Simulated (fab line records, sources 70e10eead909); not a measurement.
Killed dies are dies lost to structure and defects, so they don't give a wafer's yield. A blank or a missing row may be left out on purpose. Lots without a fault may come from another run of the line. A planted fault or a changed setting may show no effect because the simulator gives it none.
fab line records | flow nand_harc | part 1 of 2: steps 1 to 28 of 37
record lots=5 wafers=15 last_day=24
route steps=1159 shown A_STAIRCASE@698
lots that met no fault: from a run of the same line without faults
start_h: hours from the record's first day to the start of the lot's first wafer shown | wait_h: hours since the lot's step before | " the same as in the row above | L1.1+2: a row that stands for several wafers | - no value, or no start given | * or withheld: withheld | < > ~ a bound
route shown NAME@n: a module of which the file shows steps, and the number in the route of the first | usual: mean/standard deviation of fault-free wafers | same: alike in all rows | chamber/n: place in a boat | sites: the reading at each site | _std_site: their standard deviation | _edge_site: outer sites' mean less inner sites' | radius_mm: how far each site lies from the wafer's centre | mask NAME#n: copy n | behind: the tool/chamber that last shaped the wafer | hold: why the lot was held/for how many hours/how that ended | device: the transistor (n, p or np) that didn't switch | end of line: the same wafers' tests at the end of the route | a step without rows: its recipe alone | killed: dies lost to structure and defects at the first sort, not the wafer's yield | map: a wafer's dies, x killed, . not, _ none there
set.NAME: the setting as run; set.NAME@STEP: as run at that earlier step | model.NAME: the simulator's own value behind a step, which no gauge read
lots at some steps of the route; a table a step, a row a wafer
services: from which hour (start_h, from the record's first day; less than 0 if before it) a tool's chamber was out of use, for how many hours, and why
## steps
# step NHARC_A_STAIRCASE_ALD_415
# recipe target_thk_a=300 pulse_time_s=6 ald_cycles=300 temp_c=300 material=SiO2
# usual heater_power_w=459/46 precursor_pulse_height_rel=1.001/0.022
# columns lot.wafer tool chamber start_h wait_h heater_power_w precursor_pulse_height_rel
L083.4 ald_hk-04 1 320.28 0.7 426 1.007
L083.5 " 2 " " 398 1.012
L083.6 " 3 " " 387 0.997
L085.4 ald_hk-02 0 327.55 0.1 489 0.979
L085.3 " 3 " " 496 1.008
L085.6 " 0 " " 491 1.003
L089.2 ald_hk-04 0 353.44 0.1 503 0.988
L089.3 " 2 " " 413 1.009
L089.6 " 1 " " 423 1.024
L094.3 ald_hk-02 3 381.59 0.5 495 0.981
L094.1 " 0 " " 498 1.001
L094.6 " 2 " " 429 0.995
L097.4 ald_hk-02 3 392.94 0.5 509 1.030
L097.5 " 1 " " 502 1.020
L097.6 " 2 " " 438 0.984
# step NHARC_A_STAIRCASE_ETCHBACK_416
# recipe target_depth_a=360 time_s=7.2 c4f8_flow_sccm=withheld o2_flow_sccm=8 ar_flow_sccm=withheld rf_w=600 bias_w=800 chemistry=C4F8/O2/Ar
# usual chamber_pressure_mTorr=25.000/0.022 oes_product_au=0.95/0.035 rf_vpp_V=725/3.2
# columns lot.wafer tool chamber start_h wait_h chamber_pressure_mTorr oes_product_au rf_hours_counter_h rf_vpp_V
L083.4 rie_diel-04 1 - - 25.011 1.00 8 729
L083.5 " 3 " " 24.980 1.00 - 723
L083.6 " 0 " " 24.961 1.00 - 726
L085.4 rie_diel-09 0 - - 25.023 0.93 27 729
L085.3 " 3 " " 25.042 0.93 25 719
L085.6 " 1 " " 25.023 0.90 - 728
L089.3 rie_diel-09 1 - - 24.994 0.91 32 726
L089.2 " 2 " " 25.021 0.91 30 723
L089.6 " 2 " " 24.984 0.92 - 724
L094.3 rie_diel-04 0 - - 24.961 0.93 32 725
L094.1 " 1 " " 24.992 0.94 31 726
L094.6 " 0 " " 24.960 0.92 - 725
L097.4 rie_diel-09 0 - - 24.986 0.92 51 728
L097.5 " 1 " " 25.002 0.91 - 725
L097.6 " 2 " " 24.990 0.92 - 723
# step NHARC_A_STAIRCASE_STRIP_476
# recipe time_s=20 o2_flow_sccm=500 ar_flow_sccm=0 bias_w=0 chemistry=O2
# usual chamber_pressure_mTorr=60.00/0.08 drypump_motor_current_A=5.7/0.45 oes_product_au=1.003/0.0098 rf_vpp_V=57.9/0.82 showerhead_plenum_p_Torr=3.58/0.1 throttle_valve_pct=17.036/0.0093
# columns lot.wafer tool chamber start_h wait_h chamber_pressure_mTorr drypump_motor_current_A oes_product_au rf_hours_counter_h rf_vpp_V showerhead_plenum_p_Torr throttle_valve_pct
L083.4 rie_diel-04 2 321.76 0.1 59.96 5.6 1.020 10 59.2 3.67 17.033
L083.5 " 3 " " 59.99 6.1 1.008 - 57.4 3.50 17.041
L083.6 " 0 " " 59.94 5.8 1.014 - 57.7 3.64 17.023
L085.4 rie_diel-09 2 329.83 0.1 59.91 5.4 1.002 23 58.8 3.55 17.019
L085.3 " 1 " " 59.97 6.7 0.974 25 56.7 3.68 17.039
L085.6 " 2 " " 59.97 5.4 1.001 - 59.6 3.55 17.052
L089.2 rie_diel-09 2 355.63 0.1 59.95 5.4 1.000 30 58.5 3.55 17.031
L089.3 " 0 " " 60.00 5.5 1.007 34 59.2 3.68 17.038
L089.6 " 1 " " 60.05 6.8 0.995 - 58.7 3.67 17.045
L094.3 rie_diel-04 3 383.33 0.1 60.02 6.1 0.998 34 58.6 3.49 17.042
L094.1 " 1 " " 60.00 5.2 1.011 31 57.9 3.66 17.055
L094.6 " 2 " " 59.97 5.6 1.006 - 58.2 3.65 17.049
L097.4 rie_diel-09 1 394.70 0.1 60.02 6.8 0.987 49 57.4 3.67 17.057
L097.5 " 1 " " 59.99 6.7 0.985 - 57.2 3.66 17.044
L097.6 " 2 " " 59.98 5.4 0.994 - 57.0 3.54 17.034
# step NHARC_A_STAIRCASE_DEP_417
# recipe target_thk_a=600 step_coverage_pct=20 temp_c=400 target_thk_nm=60 flow_sccm=200 rf_w=450 material=Si3N4
# usual heater_power_w=702/71
# columns lot.wafer tool chamber start_h wait_h heater_power_w
L083.6 pecvd-03 2 321.98 - 651
L083.5 " 0 " " 580
L083.4 " 1 " " 788
L085.3 pecvd-04 1 329.93 - 733
L085.4 " 2 " " 654
L085.6 " 0 " " 766
L089.2 pecvd-03 2 355.72 - 551
L089.3 " 1 " " 635
L089.6 " 1 " " 622
L094.1 pecvd-01 2 383.63 - 737
L094.3 " 0 " " 748
L094.6 " 2 " " 712
L097.5 pecvd-04 1 394.93 - 672
L097.6 " 2 " " 641
L097.4 " 0 " " 730
# step NHARC_A_STAIRCASE_WET_418
# recipe temp_c=160 target_depth_a=200 chemistry=H3PO4
# columns lot.wafer tool chamber start_h wait_h
L083.4+5+6 wet_h3po4-01 0 326.22 -
L085.3+4+6 wet_h3po4-01 0 332.99 -
L089.2+3+6 wet_h3po4-01 1 358.05 -
L094.1+3+6 wet_h3po4-02 1 386.64 -
L097.4+5+6 wet_h3po4-01 1 397.86 -
# step NHARC_A_STAIRCASE_PRECLEAN_419
# recipe time_s=* temp_c=50 bath_age_min=0 chemistry=SC1
# usual diw_flow_mL_min=1415/4
# columns lot.wafer tool chamber start_h wait_h diw_flow_mL_min
L083.6 wet_bench-09 5 326.79 0.0 1412
L083.4 " 1 " " 1417
L083.5 " 2 " " 1412
L085.4 wet_bench-07 3 333.56 0.0 1422
L085.3 " 5 " " 1410
L085.6 " 6 " " 1413
L089.3 wet_bench-06 4 358.63 0.0 1415
L089.2 " 5 " " 1413
L089.6 " 7 " " 1418
L094.1 wet_bench-07 3 387.22 0.0 1421
L094.3 " 4 " " 1420
L094.6 " 6 " " 1419
L097.5 wet_bench-07 5 398.44 0.0 1411
L097.4 " 7 " " 1416
L097.6 " 0 " " 1418
# step NHARC_A_STAIRCASE_SRD_421
# columns lot.wafer tool chamber start_h wait_h
L083.6+4+5 wet_bench-09 5,1,2 - -
L085.4+3+6 wet_bench-07 3,5,6 - -
L089.3+2+6 wet_bench-06 4,5,7 - -
L094.1+3+6 wet_bench-07 3,4,6 - -
L097.5+4+6 wet_bench-07 5,7,0 - -
# step NHARC_A_STAIRCASE_ALD_420
# recipe target_thk_a=200 pulse_time_s=6 ald_cycles=200 temp_c=300 material=SiO2
# usual heater_power_w=447/53 precursor_pulse_height_rel=1.003/0.018
# columns lot.wafer tool chamber start_h wait_h heater_power_w precursor_pulse_height_rel
L083.4 ald_hk-04 2 327.09 - 423 0.977
L083.6 " 1 " " 421 0.990
L083.5 " 2 " " 410 0.990
L085.3 ald_hk-04 3 333.71 - 373 1.033
L085.4 " 0 " " 499 0.986
L085.6 " 3 " " 375 0.987
L089.2 ald_hk-03 2 358.94 - 517 1.006
L089.3 " 3 " " 388 1.017
L089.6 " 2 " " 533 0.996
L094.3 ald_hk-02 0 387.36 - 486 1.027
L094.1 " 3 " " 498 0.997
L094.6 " 0 " " 495 0.994
L097.4 ald_hk-04 3 399.52 - 382 0.983
L097.6 " 0 " " 510 1.016
L097.5 " 1 " " 438 1.007
# step NHARC_A_STAIRCASE_CVD_552
# recipe target_thk_a=400 temp_c=700 pressure_mtorr=300 material=SiNx
# usual pressure_mtorr=300.0/0.57
# columns lot.wafer tool chamber start_h wait_h pressure_mtorr
L083.4 lpcvd-02 0 - - 300.4
L083.5 " 0 " " 299.8
L083.6 " 0 " " 299.2
L085.3 lpcvd-02 1 - - 299.7
L085.4 " 1 " " 299.4
L085.6 " 1 " " 299.7
L089.2 lpcvd-01 0 - - 299.4
L089.3 " 0 " " 299.9
L089.6 " 0 " " 299.2
L094.1 lpcvd-01 1 - - 300.7
L094.3 " 1 " " 300.4
L094.6 " 1 " " 300.3
L097.4 lpcvd-01 0 404.22 4.4 299.9
L097.5 " 0 " " 299.8
L097.6 " 0 " " 299.4
# step NHARC_A_STAIRCASE_DEP_151
# recipe target_thk_a=38000 temp_c=400 target_thk_nm=3800 teos_flow_sccm=200 rf_w=500 material=SiO2
# usual heater_power_w=632/79
# columns lot.wafer tool chamber start_h wait_h heater_power_w
L083.4 pecvd-01 2 333.22 1.1 618
L083.5 " 2 " " 633
L083.6 " 1 " " 691
L085.3 pecvd-03 0 343.69 0.4 601
L085.4 " 1 " " 611
L085.6 " 2 " " 493
L089.3 pecvd-01 2 367.07 0.4 718
L089.2 " 1 " " 836
L089.6 " 0 " " 608
L094.1 pecvd-03 2 395.76 0.5 603
L094.3 " 1 " " 636
L094.6 " 2 " " 522
L097.4 pecvd-03 2 408.08 0.7 503
L097.6 " 0 " " 536
L097.5 " 1 " " 604
# step NHARC_A_STAIRCASE_ANNEAL_320
# recipe temp_c=750 time_s=1800
# usual tube_center_temp_C=749.99/0.066 tube_center_temp_C_max=751.9/0.36
# columns lot.wafer tool chamber start_h wait_h tube_center_temp_C tube_center_temp_C_max
L083.4 furnace-03 0 338.20 4.8 749.95 752.6
L083.5 " 0 " " 750.08 752.4
L083.6 " 0 " " 749.88 751.7
L085.3 furnace-05 0 350.13 - 750.01 751.7
L085.4 " 0 " " 749.97 752.2
L085.6 " 0 " " 749.96 751.4
L089.2 furnace-03 0 370.76 - 750.05 751.9
L089.3 " 0 " " 749.95 751.5
L089.6 " 0 " " 749.98 752.3
L094.1 furnace-03 0 399.33 - 749.9 751.4
L094.3 " 0 " " 749.83 751.9
L094.6 " 0 " " 749.92 751.5
L097.4 furnace-03 0 409.32 - 749.98 752.2
L097.5 " 0 " " 749.93 751.8
L097.6 " 0 " " 749.9 751.6
# step NHARC_A_STAIRCASE_DEP_322
# recipe target_thk_a=38000 temp_c=400 target_thk_nm=3800 teos_flow_sccm=200 rf_w=500 material=SiO2
# usual heater_power_w=641/77
# columns lot.wafer tool chamber start_h wait_h heater_power_w
L083.6 pecvd-01 2 341.89 0.4 599
L083.4 " 0 " " 592
L083.5 " 1 " " 688
L085.3 pecvd-03 2 353.87 0.4 616
L085.4 " 2 " " 494
L085.6 " 1 " " 604
L089.2 pecvd-01 1 374.14 0.1 802
L089.3 " 0 " " 684
L089.6 " 2 " " 622
L094.1 pecvd-03 1 402.70 0.1 664
L094.3 " 2 " " 561
L094.6 " 2 " " 509
L097.6 pecvd-03 2 413.24 0.6 520
L097.4 " 0 " " 540
L097.5 " 1 " " 606
# step NHARC_A_STAIRCASE_ANNEAL_323
# recipe temp_c=750 time_s=1800
# usual tube_center_temp_C=750/0.069 tube_center_temp_C_max=751.9/0.32
# columns lot.wafer tool chamber start_h wait_h tube_center_temp_C tube_center_temp_C_max
L083.4 furnace-03 0 349.94 - 750.03 752.4
L083.5 " 0 " " 749.88 752.2
L083.6 " 0 " " 749.93 751.8
L085.3 furnace-05 0 358.08 - 749.95 752.3
L085.4 " 0 " " 750.05 751.7
L085.6 " 0 " " 749.98 752.1
L089.2 furnace-07 0 378.61 - 750 752.6
L089.3 " 0 " " 750 752.1
L089.6 " 0 " " 749.95 751.4
L094.1 furnace-03 0 406.38 - 750.03 751.9
L094.3 " 0 " " 749.91 751.6
L094.6 " 0 " " 749.96 751.8
L097.4 furnace-03 0 416.39 - 750.04 752.5
L097.5 " 0 " " 749.97 752.0
L097.6 " 0 " " 749.91 752.0
# step NHARC_A_STAIRCASE_DEP_325
# recipe target_thk_a=38000 temp_c=400 target_thk_nm=3800 teos_flow_sccm=200 rf_w=500 material=SiO2
# usual heater_power_w=641/77
# columns lot.wafer tool chamber start_h wait_h heater_power_w
L083.6 pecvd-03 2 353.58 0.3 508
L083.5 " 0 " " 543
L083.4 " 1 " " 609
L085.3 pecvd-01 1 361.54 0.2 708
L085.6 " 0 " " 593
L085.4 " 2 " " 633
L089.3 pecvd-03 0 382.62 0.7 656
L089.2 " 1 " " 707
L089.6 " 0 " " 557
L094.3 pecvd-01 0 409.85 0.2 740
L094.1 " 1 " " 863
L094.6 " 1 " " 684
L097.5 pecvd-03 2 420.74 1.0 497
L097.6 " 0 " " 550
L097.4 " 1 " " 611
# step NHARC_A_STAIRCASE_ANNEAL_326
# recipe temp_c=750 time_s=1800
# usual tube_center_temp_C=750/0.065 tube_center_temp_C_max=751.9/0.32
# columns lot.wafer tool chamber start_h wait_h tube_center_temp_C tube_center_temp_C_max
L083.4 furnace-03 0 356.98 - 750.04 751.9
L083.5 " 0 " " 749.98 751.6
L083.6 " 0 " " 750.04 751.7
L085.3 furnace-03 0 365.45 - 749.98 752.2
L085.4 " 0 " " 749.97 751.9
L085.6 " 0 " " 750.2 752.2
L089.2 furnace-03 0 385.64 - 749.9 751.8
L089.3 " 0 " " 749.93 752.1
L089.6 " 0 " " 749.96 751.8
L094.1 furnace-03 0 413.45 - 749.9 751.7
L094.3 " 0 " " 749.92 751.9
L094.6 " 0 " " 750.02 752.0
L097.4 furnace-03 0 426.32 - 749.88 751.7
L097.5 " 0 " " 750.11 751.8
L097.6 " 0 " " 749.96 752.1
# step NHARC_A_STAIRCASE_DEHYDRATE_433
# recipe temp_c=150 time_s=120
# columns lot.wafer tool chamber start_h wait_h
L083.4+5+6 litho_track-03 0 360.32 0.1
L085.3+4+6 litho_track-02 0 368.86 0.1
L089.2+3+6 litho_track-02 0 389.03 0.1
L094.1+3+6 litho_track-02 0 416.81 0.1
L097.4+5+6 litho_track-02 0 429.73 0.1
# step NHARC_A_STAIRCASE_HMDS_434
# recipe time_s=30
# columns lot.wafer tool chamber start_h wait_h
L083.4+5+6 litho_track-03 0 - -
L085.3+4+6 litho_track-02 0 - -
L089.2+3+6 litho_track-02 0 - -
L094.1+3+6 litho_track-02 0 - -
L097.4+5+6 litho_track-02 0 - -
# step NHARC_A_STAIRCASE_COAT_435
# recipe spin_rpm=1200
# columns lot.wafer tool chamber start_h wait_h
L083.4+5+6 litho_track-03 0 - -
L085.3+4+6 litho_track-02 0 - -
L089.2+3+6 litho_track-02 0 - -
L094.1+3+6 litho_track-02 0 - -
L097.4+5+6 litho_track-02 0 - -
# step NHARC_A_STAIRCASE_SOFTBAKE_436
# recipe temp_c=135 time_s=170
# columns lot.wafer tool chamber start_h wait_h
L083.4+5+6 litho_track-03 0 - -
L085.3+4+6 litho_track-02 0 - -
L089.2+3+6 litho_track-02 0 - -
L094.1+3+6 litho_track-02 0 - -
L097.4+5+6 litho_track-02 0 - -
# step NHARC_A_STAIRCASE_EBR_437
# columns lot.wafer tool chamber start_h wait_h
L083.4+5+6 litho_track-03 0 - -
L085.3+4+6 litho_track-02 0 - -
L089.2+3+6 litho_track-02 0 - -
L094.1+3+6 litho_track-02 0 - -
L097.4+5+6 litho_track-02 0 - -
# step NHARC_A_STAIRCASE_EXPOSE_438
# recipe na=0.5 dose_mj=28.97 mask_id=STAIR_REV
# columns lot.wafer tool chamber start_h wait_h mask
L083.4+5+6 krf_scanner-04 0 360.83 - STAIR_REV#0
L085.3+4+6 krf_scanner-02 0 369.26 - STAIR_REV#0
L089.2+3+6 krf_scanner-04 0 389.40 - STAIR_REV#0
L094.1+3+6 krf_scanner-01 0 417.14 - STAIR_REV#0
L097.4+5+6 krf_scanner-02 0 430.14 - STAIR_REV#0
# step NHARC_A_STAIRCASE_PEB_439
# recipe peb_temp_c=115 peb_time_s=130
# columns lot.wafer tool chamber start_h wait_h
L083.4+5+6 litho_track-02 0 360.88 0.0
L085.3+4+6 litho_track-02 0 369.31 0.1
L089.2+3+6 litho_track-05 0 389.46 0.1
L094.1+3+6 litho_track-02 0 417.21 0.1
L097.4+5+6 litho_track-02 0 430.19 0.0
# step NHARC_A_STAIRCASE_DEVELOP_440
# recipe time_s=140
# columns lot.wafer tool chamber start_h wait_h
L083.4+5+6 litho_track-02 0 - -
L085.3+4+6 litho_track-02 0 - -
L089.2+3+6 litho_track-05 0 - -
L094.1+3+6 litho_track-02 0 - -
L097.4+5+6 litho_track-02 0 - -
# step NHARC_A_STAIRCASE_HARDBAKE_442
# recipe temp_c=120 time_s=140
# columns lot.wafer tool chamber start_h wait_h
L083.4+5+6 litho_track-05 0 361.12 -
L085.3+4+6 litho_track-03 0 369.54 -
L089.2+3+6 litho_track-02 0 389.69 -
L094.1+3+6 litho_track-02 0 417.43 -
L097.4+5+6 litho_track-02 0 430.43 -
# step NHARC_A_STAIRCASE_DESCUM_443
# recipe time_s=3 o2_flow_sccm=200 ar_flow_sccm=0 bias_power_w=0 chemistry=O2
# usual chamber_pressure_mTorr=60.00/0.053 drypump_motor_current_A=5.7/0.39 oes_product_au=1.004/0.008 rf_vpp_V=58.0/0.91 showerhead_plenum_p_Torr=1.94/0.06 throttle_valve_pct=11.311/0.0095
# columns lot.wafer tool chamber start_h wait_h chamber_pressure_mTorr drypump_motor_current_A oes_product_au rf_hours_counter_h rf_vpp_V showerhead_plenum_p_Torr throttle_valve_pct
L083.4 rie_diel-04 1 361.23 - 60.07 5.2 1.016 21 57.1 1.99 11.321
L083.5 " 2 " " 60.09 5.6 1.013 - 60.6 1.99 11.295
L083.6 " 3 " " 59.87 6.1 0.997 - 57.2 1.89 11.304
L085.3 rie_diel-04 0 369.67 - 60.00 5.7 1.007 25 57.5 1.97 11.331
L085.4 " 2 " " 59.93 5.6 1.013 28 59.3 1.99 11.305
L085.6 " 1 " " 60.01 5.2 1.008 - 58.4 1.99 11.300
L089.3 rie_diel-11 3 389.77 - 60.02 5.0 0.993 4 56.7 1.88 11.309
L089.2 " 1 " " 59.96 5.4 0.998 4 56.8 1.80 11.303
L089.6 " 0 " " 60.04 6.0 1.001 - 58.1 1.90 11.299
L094.1 rie_diel-04 1 417.54 - 59.99 5.2 1.004 45 58.7 1.99 11.311
L094.3 " 2 " " 60.08 5.6 1.006 49 57.9 1.98 11.302
L094.6 " 0 " " 59.95 5.8 0.997 - 58.1 1.97 11.304
L097.4 rie_diel-09 2 430.53 - 60.10 5.4 0.999 56 59.3 1.92 11.295
L097.6 " 3 " " 59.95 5.8 0.995 - 57.2 1.83 11.314
L097.5 " 0 " " 60.07 5.5 1.002 - 58.2 1.99 11.301
# step NHARC_A_STAIRCASE_ETCH_444
# recipe target_depth_a=1.02e+05 time_s=3400 c4f8_flow_sccm=20 o2_flow_sccm=10 ar_flow_sccm=withheld rf_w=600 bias_w=1000 chemistry=C4F8/O2
# usual chamber_pressure_mTorr=25.003/0.025 oes_product_au=0.935/0.016 rf_vpp_V=809/3.3
# columns lot.wafer tool chamber start_h wait_h chamber_pressure_mTorr oes_product_au rf_hours_counter_h rf_vpp_V
L083.4 rie_diel-04 3 361.61 0.4 25.054 0.934 22 806
L083.6 " 2 " " 25.026 0.936 - 811
L083.5 " 3 " " 25.028 0.932 - 806
L085.3 rie_diel-04 3 371.96 2.3 25.018 0.919 29 807
L085.4 " 0 " " 24.956 0.924 28 811
L085.6 " 3 " " 24.987 0.912 - 806
L089.3 rie_diel-11 2 389.86 0.1 24.976 0.956 5 811
L089.2 " 0 " " 25.011 0.948 4 807
L089.6 " 2 " " 25.020 0.961 - 809
L094.3 rie_diel-04 1 417.61 0.1 24.988 0.939 45 810
L094.1 " 0 " " 24.990 0.942 44 810
L094.6 " 1 " " 25.003 0.932 - 811
L097.4 rie_diel-09 1 431.31 0.8 25.025 0.923 59 813
L097.5 " 2 " " 25.008 0.926 - 808
L097.6 " 3 " " 25.009 0.926 - 802
# step NHARC_A_STAIRCASE_STRIP_446
# recipe power_w=1500 temp_c=250 chemistry=O2
# usual drypump_motor_current_A=5.7/0.61 heater_power_w=371/31
# columns lot.wafer tool chamber start_h wait_h drypump_motor_current_A heater_power_w rf_hours_counter_h
L083.4 plasma_asher-01 0 364.56 1.0 5.8 377 -
L083.6 " 0 " " 5.8 380 -
L083.5 " 1 " " 4.8 409 -
L085.4 plasma_asher-02 0 374.08 0.1 6.5 362 -
L085.3 " 1 " " 5.8 335 -
L085.6 " 0 " " 6.5 366 -
L089.2 plasma_asher-01 0 392.31 0.3 5.8 374 39
L089.3 " 0 " " 5.8 373 -
L089.6 " 1 " " 4.8 408 -
L094.1 plasma_asher-01 1 419.90 0.1 4.8 408 48
L094.3 " 1 " " 4.8 410 -
L094.6 " 0 " " 5.8 378 -
L097.4 plasma_asher-02 1 433.26 0.4 5.8 319 -
L097.5 " 0 " " 6.5 367 -
L097.6 " 1 " " 5.8 322 -
# step NHARC_A_STAIRCASE_STRIP_447
# recipe time_s=900 temp_c=130 chemistry=SPM
# columns lot.wafer tool chamber start_h wait_h
L083.4+6+5 wet_bench-07 6,0,2 364.82 0.2
L085.3+6+4 wet_bench-07 5,6,1 374.34 0.2
L089.6+3+2 wet_bench-07 7,1,3 392.61 0.1
L094.6+1+3 wet_bench-09 6,0,1 420.21 0.1
L097.5+4+6 wet_bench-07 2,3,4 433.47 0.1
